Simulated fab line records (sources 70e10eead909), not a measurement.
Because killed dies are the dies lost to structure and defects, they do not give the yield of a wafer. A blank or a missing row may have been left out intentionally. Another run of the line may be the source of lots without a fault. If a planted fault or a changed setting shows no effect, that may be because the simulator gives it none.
The tool behind it: which one? || flow nand-harc || 13 lots, 38 wafers sampled, at 4 steps of a route of 1159

## WHAT THE GAUGES READ, wafer by wafer
The record lacks any reading of a measuring or inspecting step that a usual standard deviation could be used to judge.

## WHAT TOOL EACH LOT RAN ON (gives the tool, then ch and the chambers of the sampled wafers, and finally the start)
{"lot": "L614", "NHARC_A_CHANNEL_HOLE_D1_ETCH_22": "har-etch-01 ch 0, day 8 08:32", "NHARC_A_CHANNEL_HOLE_D1_ETCH_26": "har-etch-01 ch 0, day 8 11:28", "NHARC_A_CHANNEL_FILL_D1_ALD_14": "ald-hk-01 ch 0,1,2, day 8 20:44", "NHARC_A_CHANNEL_FILL_D1_ALD_16": "ald-hk-03 ch 0,2, day 9 03:01"}
{"lot": "L615", "NHARC_A_CHANNEL_HOLE_D1_ETCH_22": "har-etch-01 ch 0,1, day 8 23:43", "NHARC_A_CHANNEL_HOLE_D1_ETCH_26": "har-etch-01 ch 0,1, day 9 02:27", "NHARC_A_CHANNEL_FILL_D1_ALD_14": "ald-hk-01 ch 1,2,3, day 9 11:02", "NHARC_A_CHANNEL_FILL_D1_ALD_16": "ald-hk-03 ch 0,1, day 9 18:08"}
{"lot": "L616", "NHARC_A_CHANNEL_HOLE_D1_ETCH_22": "har-etch-02 ch 0,1, day 9 03:01", "NHARC_A_CHANNEL_HOLE_D1_ETCH_26": "har-etch-02 ch 0,1, day 9 05:55", "NHARC_A_CHANNEL_FILL_D1_ALD_14": "ald-hk-01 ch 0,1,3, day 9 18:07", "NHARC_A_CHANNEL_FILL_D1_ALD_16": "ald-hk-03 ch 0,2,3, day 9 23:14"}
{"lot": "L619", "NHARC_A_CHANNEL_HOLE_D1_ETCH_22": "har-etch-02 ch 0,1, day 9 14:23", "NHARC_A_CHANNEL_HOLE_D1_ETCH_26": "har-etch-02 ch 0,1, day 9 17:15", "NHARC_A_CHANNEL_FILL_D1_ALD_14": "ald-hk-01 ch 0,1,2, day 10 02:25", "NHARC_A_CHANNEL_FILL_D1_ALD_16": "ald-hk-01 ch 0,2, day 10 07:35"}
{"lot": "L622", "NHARC_A_CHANNEL_HOLE_D1_ETCH_22": "har-etch-01 ch 0,1, day 10 09:53", "NHARC_A_CHANNEL_HOLE_D1_ETCH_26": "har-etch-01 ch 0,1, day 10 12:47", "NHARC_A_CHANNEL_FILL_D1_ALD_14": "ald-hk-01 ch 1,3, day 10 22:17", "NHARC_A_CHANNEL_FILL_D1_ALD_16": "ald-hk-03 ch 1,3, day 11 03:14"}
{"lot": "L624", "NHARC_A_CHANNEL_HOLE_D1_ETCH_22": "har-etch-02 ch 0,1, day 10 23:52", "NHARC_A_CHANNEL_HOLE_D1_ETCH_26": "har-etch-02 ch 0,1, day 11 02:43", "NHARC_A_CHANNEL_FILL_D1_ALD_14": "ald-hk-01 ch 2,3, day 11 11:56", "NHARC_A_CHANNEL_FILL_D1_ALD_16": "ald-hk-01 ch 2,3, day 11 17:04"}
{"lot": "L628", "NHARC_A_CHANNEL_HOLE_D1_ETCH_22": "har-etch-02 ch 0,1, day 11 17:17", "NHARC_A_CHANNEL_HOLE_D1_ETCH_26": "har-etch-02 ch 0,1, day 11 20:12", "NHARC_A_CHANNEL_FILL_D1_ALD_14": "ald-hk-04 ch 1,2,3, day 12 07:04", "NHARC_A_CHANNEL_FILL_D1_ALD_16": "ald-hk-04 ch 0,1,2, day 12 12:20"}
{"lot": "L629", "NHARC_A_CHANNEL_HOLE_D1_ETCH_22": "har-etch-02 ch 0,1, day 12 05:18", "NHARC_A_CHANNEL_HOLE_D1_ETCH_26": "har-etch-02 ch 0,1, day 12 08:12", "NHARC_A_CHANNEL_FILL_D1_ALD_14": "ald-hk-04 ch 0,1,3, day 12 17:07", "NHARC_A_CHANNEL_FILL_D1_ALD_16": "ald-hk-03 ch 0,2, day 12 22:10"}
{"lot": "L631", "NHARC_A_CHANNEL_HOLE_D1_ETCH_22": "har-etch-01 ch 0,1, day 12 14:43", "NHARC_A_CHANNEL_HOLE_D1_ETCH_26": "har-etch-01 ch 0,1, day 12 17:33", "NHARC_A_CHANNEL_FILL_D1_ALD_14": "ald-hk-03 ch 0,1,2, day 13 04:13", "NHARC_A_CHANNEL_FILL_D1_ALD_16": "ald-hk-04 ch 1,2,3, day 13 09:38"}
{"lot": "L632", "NHARC_A_CHANNEL_HOLE_D1_ETCH_22": "har-etch-02 ch 0,1, day 12 17:54", "NHARC_A_CHANNEL_HOLE_D1_ETCH_26": "har-etch-02 ch 0,1, day 12 20:45", "NHARC_A_CHANNEL_FILL_D1_ALD_14": "ald-hk-03 ch 1,3, day 13 04:02", "NHARC_A_CHANNEL_FILL_D1_ALD_16": "ald-hk-04 ch 0,1,2, day 13 09:16"}
{"lot": "L633", "NHARC_A_CHANNEL_HOLE_D1_ETCH_22": "har-etch-02 ch 1, day 13 02:08", "NHARC_A_CHANNEL_HOLE_D1_ETCH_26": "har-etch-02 ch 1, day 13 05:04", "NHARC_A_CHANNEL_FILL_D1_ALD_14": "ald-hk-04 ch 1,2,3, day 13 14:16", "NHARC_A_CHANNEL_FILL_D1_ALD_16": "ald-hk-01 ch 0,2,3, day 13 20:00"}
{"lot": "L634", "NHARC_A_CHANNEL_HOLE_D1_ETCH_22": "har-etch-01 ch 0,1, day 13 07:12", "NHARC_A_CHANNEL_HOLE_D1_ETCH_26": "har-etch-01 ch 0,1, day 13 09:55", "NHARC_A_CHANNEL_FILL_D1_ALD_14": "ald-hk-01 ch 1,2,3, day 13 19:40", "NHARC_A_CHANNEL_FILL_D1_ALD_16": "ald-hk-03 ch 1,2, day 14 01:19"}
{"lot": "L637", "NHARC_A_CHANNEL_HOLE_D1_ETCH_22": "har-etch-01 ch 1, day 13 16:05", "NHARC_A_CHANNEL_HOLE_D1_ETCH_26": "har-etch-01 ch 1, day 13 18:56", "NHARC_A_CHANNEL_FILL_D1_ALD_14": "ald-hk-03 ch 0,1,3, day 14 02:46", "NHARC_A_CHANNEL_FILL_D1_ALD_16": "ald-hk-03 ch 1,3, day 14 07:53"}
- NHARC_A_CHANNEL_HOLE_D1_ETCH_22: etches the open film in C4F8/O2/Ar, time 666.7 s, target depth 1600 nm.
- NHARC_A_CHANNEL_HOLE_D1_ETCH_26: etches the open film in C4F8/O2/Ar, time 224.1 s, target depth 300 nm.
- NHARC_A_CHANNEL_FILL_D1_ALD_14: deposits SiO2, target thk 2.5 nm, pulse time 10 s, ald cycles 25.
- NHARC_A_CHANNEL_FILL_D1_ALD_16: deposits SiO2, target thk 1.5 nm, pulse time 10 s, ald cycles 15.

## WHAT THE TOOLS THEMSELVES READ (means of the sampled wafers that have a number; where no wafer has one, the mark that the record gives instead)
NHARC_A_CHANNEL_HOLE_D1_ETCH_22.
{"lot": "L614", "tool": "har-etch-01", "drypump-motor-current-A (A)": 6.0, "showerhead-plenum-p-Torr (Torr)": 3.59, "throttle-valve-pct (%)": 32.149}
{"lot": "L615", "tool": "har-etch-01", "drypump-motor-current-A (A)": 5.8, "showerhead-plenum-p-Torr (Torr)": 3.61, "throttle-valve-pct (%)": 32.152}
{"lot": "L616", "tool": "har-etch-02", "drypump-motor-current-A (A)": 5.9, "showerhead-plenum-p-Torr (Torr)": 3.73, "throttle-valve-pct (%)": 32.157}
{"lot": "L619", "tool": "har-etch-02", "drypump-motor-current-A (A)": 6.3, "showerhead-plenum-p-Torr (Torr)": 3.64, "throttle-valve-pct (%)": 32.156}
{"lot": "L622", "tool": "har-etch-01", "drypump-motor-current-A (A)": 5.4, "showerhead-plenum-p-Torr (Torr)": 3.61, "throttle-valve-pct (%)": 32.148}
{"lot": "L624", "tool": "har-etch-02", "drypump-motor-current-A (A)": 6.1, "showerhead-plenum-p-Torr (Torr)": 3.67, "throttle-valve-pct (%)": 32.151}
{"lot": "L628", "tool": "har-etch-02", "drypump-motor-current-A (A)": 5.9, "showerhead-plenum-p-Torr (Torr)": 3.71, "throttle-valve-pct (%)": 32.145}
{"lot": "L629", "tool": "har-etch-02", "drypump-motor-current-A (A)": 6.3, "showerhead-plenum-p-Torr (Torr)": 3.62, "throttle-valve-pct (%)": 32.157}
{"lot": "L631", "tool": "har-etch-01", "drypump-motor-current-A (A)": 5.4, "showerhead-plenum-p-Torr (Torr)": 3.60, "throttle-valve-pct (%)": 32.155}
{"lot": "L632", "tool": "har-etch-02", "drypump-motor-current-A (A)": 5.9, "showerhead-plenum-p-Torr (Torr)": 3.71, "throttle-valve-pct (%)": 32.147}
{"lot": "L633", "tool": "har-etch-02", "drypump-motor-current-A (A)": 5.6, "showerhead-plenum-p-Torr (Torr)": 3.80, "throttle-valve-pct (%)": 32.161}
{"lot": "L634", "tool": "har-etch-01", "drypump-motor-current-A (A)": 5.4, "showerhead-plenum-p-Torr (Torr)": 3.60, "throttle-valve-pct (%)": 32.158}
{"lot": "L637", "tool": "har-etch-01", "drypump-motor-current-A (A)": 5.0, "showerhead-plenum-p-Torr (Torr)": 3.61, "throttle-valve-pct (%)": 32.156}

NHARC_A_CHANNEL_HOLE_D1_ETCH_26.
{"lot": "L614", "tool": "har-etch-01", "drypump-motor-current-A (A)": 6.1, "showerhead-plenum-p-Torr (Torr)": 3.63, "throttle-valve-pct (%)": 24.587}
{"lot": "L615", "tool": "har-etch-01", "drypump-motor-current-A (A)": 5.8, "showerhead-plenum-p-Torr (Torr)": 3.65, "throttle-valve-pct (%)": 24.579}
{"lot": "L616", "tool": "har-etch-02", "drypump-motor-current-A (A)": 5.9, "showerhead-plenum-p-Torr (Torr)": 3.78, "throttle-valve-pct (%)": 24.584}
{"lot": "L619", "tool": "har-etch-02", "drypump-motor-current-A (A)": 6.3, "showerhead-plenum-p-Torr (Torr)": 3.68, "throttle-valve-pct (%)": 24.582}
{"lot": "L622", "tool": "har-etch-01", "drypump-motor-current-A (A)": 5.4, "showerhead-plenum-p-Torr (Torr)": 3.65, "throttle-valve-pct (%)": 24.584}
{"lot": "L624", "tool": "har-etch-02", "drypump-motor-current-A (A)": 6.1, "showerhead-plenum-p-Torr (Torr)": 3.72, "throttle-valve-pct (%)": 24.593}
{"lot": "L628", "tool": "har-etch-02", "drypump-motor-current-A (A)": 5.9, "showerhead-plenum-p-Torr (Torr)": 3.76, "throttle-valve-pct (%)": 24.582}
{"lot": "L629", "tool": "har-etch-02", "drypump-motor-current-A (A)": 6.3, "showerhead-plenum-p-Torr (Torr)": 3.66, "throttle-valve-pct (%)": 24.592}
{"lot": "L631", "tool": "har-etch-01", "drypump-motor-current-A (A)": 5.4, "showerhead-plenum-p-Torr (Torr)": 3.64, "throttle-valve-pct (%)": 24.590}
{"lot": "L632", "tool": "har-etch-02", "drypump-motor-current-A (A)": 5.9, "showerhead-plenum-p-Torr (Torr)": 3.75, "throttle-valve-pct (%)": 24.590}
{"lot": "L633", "tool": "har-etch-02", "drypump-motor-current-A (A)": 5.6, "showerhead-plenum-p-Torr (Torr)": 3.85, "throttle-valve-pct (%)": 24.579}
{"lot": "L634", "tool": "har-etch-01", "drypump-motor-current-A (A)": 5.4, "showerhead-plenum-p-Torr (Torr)": 3.64, "throttle-valve-pct (%)": 24.579}
{"lot": "L637", "tool": "har-etch-01", "drypump-motor-current-A (A)": 5.1, "showerhead-plenum-p-Torr (Torr)": 3.65, "throttle-valve-pct (%)": 24.592}

NHARC_A_CHANNEL_FILL_D1_ALD_14.
{"lot": "L614", "tool": "ald-hk-01", "heater-power-w (W)": 472, "precursor-pulse-height-rel": 1.007}
{"lot": "L615", "tool": "ald-hk-01", "heater-power-w (W)": 480, "precursor-pulse-height-rel": 0.986}
{"lot": "L616", "tool": "ald-hk-01", "heater-power-w (W)": 469, "precursor-pulse-height-rel": 0.996}
{"lot": "L619", "tool": "ald-hk-01", "heater-power-w (W)": 474, "precursor-pulse-height-rel": 0.989}
{"lot": "L622", "tool": "ald-hk-01", "heater-power-w (W)": 536, "precursor-pulse-height-rel": 1.002}
{"lot": "L624", "tool": "ald-hk-01", "heater-power-w (W)": 464, "precursor-pulse-height-rel": 1.026}
{"lot": "L628", "tool": "ald-hk-04", "heater-power-w (W)": 477, "precursor-pulse-height-rel": 0.999}
{"lot": "L629", "tool": "ald-hk-04", "heater-power-w (W)": 462, "precursor-pulse-height-rel": 0.992}
{"lot": "L631", "tool": "ald-hk-03", "heater-power-w (W)": 479, "precursor-pulse-height-rel": 0.980}
{"lot": "L632", "tool": "ald-hk-03", "heater-power-w (W)": 490, "precursor-pulse-height-rel": 0.988}
{"lot": "L633", "tool": "ald-hk-04", "heater-power-w (W)": 486, "precursor-pulse-height-rel": 0.975}
{"lot": "L634", "tool": "ald-hk-01", "heater-power-w (W)": 509, "precursor-pulse-height-rel": 0.980}
{"lot": "L637", "tool": "ald-hk-03", "heater-power-w (W)": 490, "precursor-pulse-height-rel": 1.001}

NHARC_A_CHANNEL_FILL_D1_ALD_16.
{"lot": "L614", "tool": "ald-hk-03", "heater-power-w (W)": 469, "precursor-pulse-height-rel": 0.984}
{"lot": "L615", "tool": "ald-hk-03", "heater-power-w (W)": 474, "precursor-pulse-height-rel": 1.021}
{"lot": "L616", "tool": "ald-hk-03", "heater-power-w (W)": 483, "precursor-pulse-height-rel": 1.006}
{"lot": "L619", "tool": "ald-hk-01", "heater-power-w (W)": 445, "precursor-pulse-height-rel": 0.996}
{"lot": "L622", "tool": "ald-hk-03", "heater-power-w (W)": 486, "precursor-pulse-height-rel": 1.002}
{"lot": "L624", "tool": "ald-hk-01", "heater-power-w (W)": 462, "precursor-pulse-height-rel": 0.996}
{"lot": "L628", "tool": "ald-hk-04", "heater-power-w (W)": 467, "precursor-pulse-height-rel": 1.019}
{"lot": "L629", "tool": "ald-hk-03", "heater-power-w (W)": 476, "precursor-pulse-height-rel": 1.019}
{"lot": "L631", "tool": "ald-hk-04", "heater-power-w (W)": 483, "precursor-pulse-height-rel": 1.009}
{"lot": "L632", "tool": "ald-hk-04", "heater-power-w (W)": 462, "precursor-pulse-height-rel": 1.017}
{"lot": "L633", "tool": "ald-hk-01", "heater-power-w (W)": 463, "precursor-pulse-height-rel": 1.011}
{"lot": "L634", "tool": "ald-hk-03", "heater-power-w (W)": 475, "precursor-pulse-height-rel": 0.997}
{"lot": "L637", "tool": "ald-hk-03", "heater-power-w (W)": 488, "precursor-pulse-height-rel": 1.011}

## THE ANSWER, worked out from the rows above alone
Rule: the lots themselves supply what counts as usual. The widest of any qualifying gaps counts: lots, ordered by their means at a reading, are off when they make up no more than a third of the lots, leave a main group of 4 or more, and stand apart from it by 3 or more times the standard deviation of that group's means. Not used: any main group whose means are identical at the precision the tables above print for the reading. Also off: a lot with no number at a reading for which 4 or more lots have one. Any other lot the step has rows for is counted as sound. First the gauges in route order, then the tools' own readings, where a lot's mean is used as printed above. At the first step where some lot is off, the reading lying furthest off is the one used; lots without a number count as furthest.
Across all readings shown, no lot is off: no conclusion can be drawn from this.

## WHAT THE SIMULATOR PUT IN
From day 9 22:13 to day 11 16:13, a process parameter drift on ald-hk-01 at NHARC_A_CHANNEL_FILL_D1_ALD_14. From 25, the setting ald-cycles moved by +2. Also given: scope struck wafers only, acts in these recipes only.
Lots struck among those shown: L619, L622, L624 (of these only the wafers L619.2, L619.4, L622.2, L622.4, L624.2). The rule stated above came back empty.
